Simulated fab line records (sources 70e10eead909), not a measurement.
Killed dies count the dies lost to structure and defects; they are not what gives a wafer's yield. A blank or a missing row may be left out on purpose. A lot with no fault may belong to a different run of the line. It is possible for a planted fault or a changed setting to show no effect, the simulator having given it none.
Chamber matching + flow nand_harc + NHARC_P_GATE_DESCUM_93 on rie_diel-05: 4 sister chambers
The step chemistry O2, time 3 s. 20 wafers are shown with their chamber, then 10 later ones without.

== EACH WAFER AND ITS CHAMBER ==
| wafer  | chamber | showerhead_plenum_p_Torr (Torr) | drypump_motor_current_A (A) | oes_product_au (a.u.) |
|--------|---------|---------------------------------|-----------------------------|-----------------------|
| L076.3 | 3       | 1.90                            | 6.1                         | 1.014                 |
| L076.4 | 0       | 1.98                            | 5.1                         | 0.998                 |
| L076.6 | 3       | 1.90                            | 6.0                         | 1.010                 |
| L077.2 | 2       | 2.03                            | 5.0                         | 1.018                 |
| L077.3 | 0       | 1.98                            | 5.1                         | 0.995                 |
| L077.5 | 3       | 1.90                            | 6.0                         | 1.020                 |
| L078.1 | 2       | 2.03                            | 5.0                         | 1.004                 |
| L078.4 | 1       | 1.82                            | 5.8                         | 0.997                 |
| L078.5 | 2       | 2.03                            | 5.0                         | 1.005                 |
| L080.3 | 2       | 2.03                            | 5.0                         | 1.001                 |
| L080.5 | 2       | 2.03                            | 5.0                         | 1.007                 |
| L080.6 | 1       | 1.82                            | 5.8                         | 0.997                 |
| L081.2 | 1       | 1.82                            | 5.8                         | 0.997                 |
| L081.3 | 0       | 1.97                            | 5.1                         | 0.992                 |
| L081.5 | 2       | 2.03                            | 5.0                         | 1.010                 |
| L082.1 | 1       | 1.82                            | 5.8                         | 0.996                 |
| L082.4 | 2       | 2.03                            | 4.9                         | 1.017                 |
| L082.6 | 2       | 2.03                            | 4.9                         | 1.006                 |
| L086.1 | 0       | 1.97                            | 5.1                         | 1.014                 |
| L086.3 | 2       | 2.03                            | 5.0                         | 1.015                 |

SIGNATURES, as means of the wafers listed above
| reading                  | chamber 0 | chamber 1 | chamber 2 | chamber 3 | scatter within a chamber |
|--------------------------|-----------|-----------|-----------|-----------|--------------------------|
| showerhead_plenum_p_Torr | 1.9750    | 1.8200    | 2.0300    | 1.9000    | 0.0025                   |
| drypump_motor_current_A  | 5.100     | 5.800     | 4.978     | 6.033     | 0.0373                   |
| oes_product_au           | 0.99975   | 0.99675   | 1.00922   | 1.01467   | 0.00632                  |
Rule: distance of a wafer from a chamber = root of the sum over the readings of ((wafer's reading minus chamber's mean) / reading's scatter) squared. If the next closest chamber is less than 2 further off than the closest, the wafer can't be placed; otherwise it belongs to the closest. How the scatter is found: for the shown wafers, subtract from each reading the mean of its chamber, square and add these, divide the total by (wafers less chambers), then take the root.

== WAFERS WHOSE CHAMBER IS MISSING ==
| wafer  | showerhead_plenum_p_Torr (Torr) | drypump_motor_current_A (A) | oes_product_au (a.u.) |
|--------|---------------------------------|-----------------------------|-----------------------|
| L086.4 | 1.90                            | 6.1                         | 1.015                 |
| L088.1 | 1.82                            | 5.8                         | 1.000                 |
| L088.2 | 1.90                            | 6.1                         | 1.029                 |
| L088.5 | 1.97                            | 5.1                         | 0.999                 |
| L089.4 | 1.82                            | 5.8                         | 0.988                 |
| L089.5 | 1.97                            | 5.1                         | 1.001                 |
| L089.6 | 1.82                            | 5.8                         | 0.998                 |
| L096.3 | 2.03                            | 4.9                         | 0.984                 |
| L096.4 | 1.81                            | 5.8                         | 0.991                 |
| L096.5 | 1.90                            | 6.1                         | 1.023                 |

== WHICH CHAMBER EACH ONE RAN IN ==
| wafer  | from the rows above | in truth |
|--------|---------------------|----------|
| L086.4 | 3                   | 3        |
| L088.1 | 1                   | 1        |
| L088.2 | 3                   | 3        |
| L088.5 | 0                   | 0        |
| L089.4 | 1                   | 1        |
| L089.5 | 0                   | 0        |
| L089.6 | 1                   | 1        |
| L096.3 | 2                   | 2        |
| L096.4 | 1                   | 1        |
| L096.5 | 3                   | 3        |
10 of 10 placed correctly. Number that these rows cannot place: 0. Placed wrongly: 0.
